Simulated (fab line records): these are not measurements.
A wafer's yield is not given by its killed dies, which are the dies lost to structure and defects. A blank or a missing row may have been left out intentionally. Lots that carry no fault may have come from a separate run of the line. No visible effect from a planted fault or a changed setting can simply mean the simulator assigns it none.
fab line records | flow n5Finfet
record lots=4 wafers=12 lastDay=16
route steps=1938 shown BEOL_M3@947 BEOL_M4@1111
lots untouched by any fault: they come from a run of this same line in which no faults occurred
startH: hours from the record's opening day to when the first of the lot's shown wafers began | waitH: hours since the lot's step before | " unchanged from the row above | L1.1+2: a row that stands for several wafers | - either no value or no given start | * or withheld: withheld | < > ~ a bound
route shown NAME@n: NAME is a module with steps in the file, n the number in the route of the first one | usual: mean/standard deviation of fault-free wafers | same: alike in all rows | chamber/n: place in a boat | sites: the reading at each site | _std_site: the standard deviation of these | _edge_site: mean of outer sites minus mean of inner sites | radiusMm: how far each site lies from the wafer's centre | mask NAME#n: copy n | behind: tool/chamber where the wafer was last shaped | hold: what put the lot on hold/how long, in hours/how the hold closed | device: names the non-switching transistor (n, p or np) | end of line: the tests these same wafers got at the end of their route | a step without rows: its recipe alone | killed: count of dies lost to structure and defects at first sort (not the wafer's yield) | map: dies across one wafer; x = killed, . = not, _ = none there
set.NAME: the setting the step ran with; set.NAME@STEP: the setting that earlier step ran with | model.NAME: the simulator's own value behind a step, which no gauge read
lots at some steps of the route; a table a step, a row a wafer
services: when a tool's chamber went out of use (startH, in hours from the record's first day, below 0 if earlier), for how many hours, and the reason
## steps
# step N5_BEOL_M3_DESCUM_16
# recipe chemistry=O2 timeS=7 sourcePowerW=50 biasPowerW=20 pressureMtorr=20 rfFrequencyHz=2.712e+07 tempC=40 resist=CAR-EUV o2FlowSccm=225
# step N5_BEOL_M3_ETCH_74
# recipe chemistry=N2/H2 target=underlayer targetDepthA=65 maskMaterial=CAR-EUV timeS=5.2 ionEnergyEv=200 pressureMtorr=30 sourceW=840 biasW=150 n2FlowSccm=200 h2FlowSccm=200 ends=cleared
# step N5_BEOL_M3_ETCH_63
# recipe chemistry=CF4 target=SiARC targetDepthA=156 maskMaterial=CAR-EUV timeS=26 ionEnergyEv=80 pressureMtorr=40 sourceW=545 biasW=36 Ar_flow_sccm=100 cf4FlowSccm=100 ends=cleared
# step N5_BEOL_M3_ETCH_64
# recipe chemistry=N2/H2 target=SOC targetDepthA=750 overetchA=150 maskMaterial=SiARC tempC=40 timeS=112.5 ionEnergyEv=200 pressureMtorr=30 sourceW=840 biasW=150 n2FlowSccm=200 h2FlowSccm=200
# step N5_BEOL_M3_STRIP_65
# recipe chemistry=N2/H2 tempC=40 n2FlowSccm=200 h2FlowSccm=200 rfFrequencyHz=6e+07
# step N5_BEOL_M3_STRIP_75
# recipe chemistry=N2/H2 tempC=40 n2FlowSccm=200 h2FlowSccm=200 rfFrequencyHz=6e+07
# step N5_BEOL_M3_STRIP_66
# recipe chemistry=CF4 resist=SiARC powerW=300 biasPowerW=75 pressureMtorr=50 cf4FlowSccm=150 rfFrequencyHz=6e+07
# step N5_BEOL_M3_HM_OPEN_17
# recipe chemistry=Cl2/BCl3 targetDepthA=200 overetchA=60 target=TiN maskMaterial=SOC ionEnergyEv=150 pressureMtorr=10 icpW=1000 biasW=126 Cl2_flow_sccm=53.25 bcl3FlowSccm=21.75 Ar_flow_sccm=25
# step N5_BEOL_M3_STRIP_19
# recipe chemistry=O2 powerW=400 tempC=40 pressureMtorr=30 rfFrequencyHz=6e+07 biasPowerW=0 overashFraction=0.2 o2FlowSccm=225
# step N5_BEOL_M3_COAT_67
# recipe resist=SOC tempC=250 timeS=60 spinRpm=1500 resistThkNm=60
# step N5_BEOL_M3_COAT_68
# recipe resist=SiARC tempC=220 timeS=60 spinRpm=1500 resistThkNm=12
# step N5_BEOL_M3_COAT_76
# recipe resist=underlayer tempC=205 timeS=60 spinRpm=1500 resistThkNm=5
# usual resistLineTempC=23.00/0.11 spinSpeedRpm=1500.0/1.1
# columns lot.wafer tool chamber startH waitH resistLineTempC spinSpeedRpm
L982.1 lithoTrack-03 0 182.61 - 22.95 1499.4
L982.2 " 0 " " 22.96 1498.5
L982.5 " 0 " " 22.89 1499.2
L987.2 lithoTrack-03 0 212.29 - 23.04 1546.4
L987.4 " 0 " " 22.93 1547.4
L987.5 " 0 " " 23.02 1545.4
L991.1 lithoTrack-03 0 240.25 - 23.02 1547.0
L991.4 " 0 " " 22.91 1546.0
L991.5 " 0 " " 22.88 1546.4
L994.2 lithoTrack-05 0 250.38 - 22.84 1501.6
L994.3 " 0 " " 23.11 1502.4
L994.6 " 0 " " 22.86 1502.3
# step N5_BEOL_M3_COAT_22
# recipe resist=CAR-EUV spinRpm=1500 resistThkNm=30
# step N5_BEOL_M3_EBR_24
# recipe solvent=PGMEA ebrWidthMm=1.5
# step N5_BEOL_M3_SOFTBAKE_23
# recipe tempC=110 timeS=60 resist=CAR-EUV
# step N5_BEOL_M3_EXPOSE_25
# recipe maskId=V2 na=0.33 sourceShape=quasar sigmaInner=0.2 sigmaOuter=0.8 polarization=unpolarized defocusNm=5 doseMj=63
# step N5_BEOL_M3_PEB_26
# recipe pebTempC=100 pebTimeS=60 resist=CAR-EUV
# step N5_BEOL_M3_DEVELOP_27
# recipe developTimeS=30 developer=TMAH resist=CAR-EUV rinseLiquid=surfactantRinse dry=airSpin devTempC=23
# step N5_BEOL_M3_DESCUM_33
# recipe chemistry=O2 timeS=7 sourcePowerW=50 biasPowerW=20 pressureMtorr=20 rfFrequencyHz=2.712e+07 tempC=40 resist=CAR-EUV o2FlowSccm=225
# step N5_BEOL_M3_ETCH_77
# recipe chemistry=N2/H2 target=underlayer targetDepthA=65 maskMaterial=CAR-EUV timeS=5.2 ionEnergyEv=200 pressureMtorr=30 sourceW=840 biasW=150 n2FlowSccm=200 h2FlowSccm=200 ends=cleared
# usual drypumpMotorCurrentA=5.6/0.5 etchRfOnTimeS=5.25/0.15 oesProductAu=0.67/0.086 rfVppV=524.7/2.7 showerheadPlenumPTorr=2.57/0.082 throttleValvePct=17.9/0.36
# columns lot.wafer tool chamber startH waitH drypumpMotorCurrentA etchRfOnTimeS oesProductAu rfHoursCounterH rfVppV showerheadPlenumPTorr throttleValvePct model.etch.depthNm
L982.1 rieDiel-02 0 183.20 0.0 6.0 5.53 0.61 188 522.6 2.52 18.0 5.001
L982.2 " 3 " " 5.4 5.22 0.75 33 527.8 2.72 17.8 4.987
L982.5 " 2 " " 5.7 5.14 0.59 - 521.2 2.50 18.3 5.016
L987.2 rieDiel-05 2 212.73 0.0 5.7 5.13 0.79 27 524.5 2.49 17.5 4.908
L987.4 " 0 " " 6.5 5.18 0.61 200 525.2 2.61 18.2 4.935
L987.5 " 3 " " 5.3 5.06 0.58 - 524.4 2.52 18.4 4.919
L991.1 rieDiel-02 0 240.81 0.0 6.0 5.41 0.60 206 520.9 2.52 18.1 4.913
L991.4 " 3 " " 5.4 5.14 0.72 51 528.9 2.71 17.8 4.889
L991.5 " 3 " " 5.4 5.16 0.73 - 526.6 2.71 17.8 4.908
L994.2 rieDiel-02 3 250.83 0.0 5.3 5.29 0.72 54 528.4 2.71 17.8 5.008
L994.3 " 1 " " 5.8 5.44 0.60 201 528.1 2.65 18.4 5.012
L994.6 " 0 " " 6.0 5.55 0.60 - 522.0 2.51 18.1 5.014
# step N5_BEOL_M3_ETCH_69
# recipe chemistry=CF4 target=SiARC targetDepthA=156 maskMaterial=CAR-EUV timeS=26 ionEnergyEv=80 pressureMtorr=40 sourceW=545 biasW=36 Ar_flow_sccm=100 cf4FlowSccm=100 ends=cleared
# step N5_BEOL_M4_RC_MEAS_101
# usual DIBL_N=36.6/2.1 DIBL_P=36.5/2.7 IOFF_N=0.17/0.043 IOFF_P=0.22/0.045 ION_N=674/17 ION_P=461/9.9 SS_N=71.7/0.79 SS_P=73.4/0.79 VT_N=249/4 VT_P=-250/3.3
# columns lot.wafer tool chamber startH waitH DIBL_N[mV/V] DIBL_P[mV/V] IOFF_N[nA/um] IOFF_P[nA/um] ION_N[uA/um] ION_P[uA/um] SS_N[mV/dec] SS_P[mV/dec] VT_N[mV] VT_P[mV]
L982.1 prober-02 0 215.42 0.0 37.0 36.8 0.19 0.23 678 461 71.6 74.2 248 -249
L982.2 " 0 " " 35.0 35.3 0.16 0.20 687 466 70.9 73.1 249 -251
L982.5 " 0 " " 38.3 39.2 0.23 0.27 685 462 72.1 74.6 243 -248
L987.2 prober-01 0 238.64 0.2 34.2 32.1 0.12 0.17 669 460 70.4 73.7 253 -252
L987.4 " 0 " " 36.5 35.2 0.16 0.21 669 464 71.3 72.4 249 -249
L987.5 " 0 " " 34.8 32.7 0.12 0.17 659 457 71.3 72.1 254 -254
L991.1 prober-02 0 253.49 0.0 41.1 41.8 0.26 0.29 693 464 72.5 74.7 245 -247
L991.4 " 0 " " 33.5 32.8 0.11 0.15 646 445 70.7 72.3 254 -255
L991.5 " 0 " " 34.2 32.4 0.12 0.15 657 445 70.5 72.0 254 -255
L994.2 prober-02 0 275.93 0.2 38.1 39.4 0.24 0.26 713 478 71.9 74.1 243 -247
L994.3 " 0 " " 37.2 36.4 0.17 0.21 670 450 72.4 72.9 249 -252
L994.6 " 0 " " 37.1 37.6 0.20 0.22 711 475 72.0 73.6 243 -251
## services
# columns tool chamber startH hours kind
rieDiel-02 2 167.26 2.7 repair
lithoTrack-05 - 188.84 - consumableReplace:filter
rieDiel-02 2 204.99 - clean
rieDiel-02 2 204.99 - consumableReplace:focusRing
rieDiel-02 2 204.99 19.7 scheduledDown
rieDiel-02 2 204.99 19.7 ventCycle
rieDiel-05 3 222.62 - clean
rieDiel-05 3 222.62 - consumableReplace:focusRing
rieDiel-05 3 222.62 24.3 scheduledDown
rieDiel-05 3 222.62 24.3 ventCycle
rieDiel-05 - 229.87 0.2 repair
## key
firstSign step=N5_BEOL_M3_COAT_76 reading=spinSpeedRpm direction=up sigmas=41 usual=* struck=*
effect none on later readings
modelEffect step=N5_BEOL_M3_ETCH_77 value=etch.depthNm without=4.987 struck=4.912
metAt N5_BEOL_M3_COAT_76
struckWafers L987.2,L987.4,L987.5,L991.1,L991.4,L991.5
onsetBetween 182.61 212.29
fault kind=processParameterDrift tool=lithoTrack-03 chamber=- onsetH=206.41 steps=N5_BEOL_M3_COAT_76 channel=spinRpm offset=* shape=step endH=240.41 actsIn=* stated=*
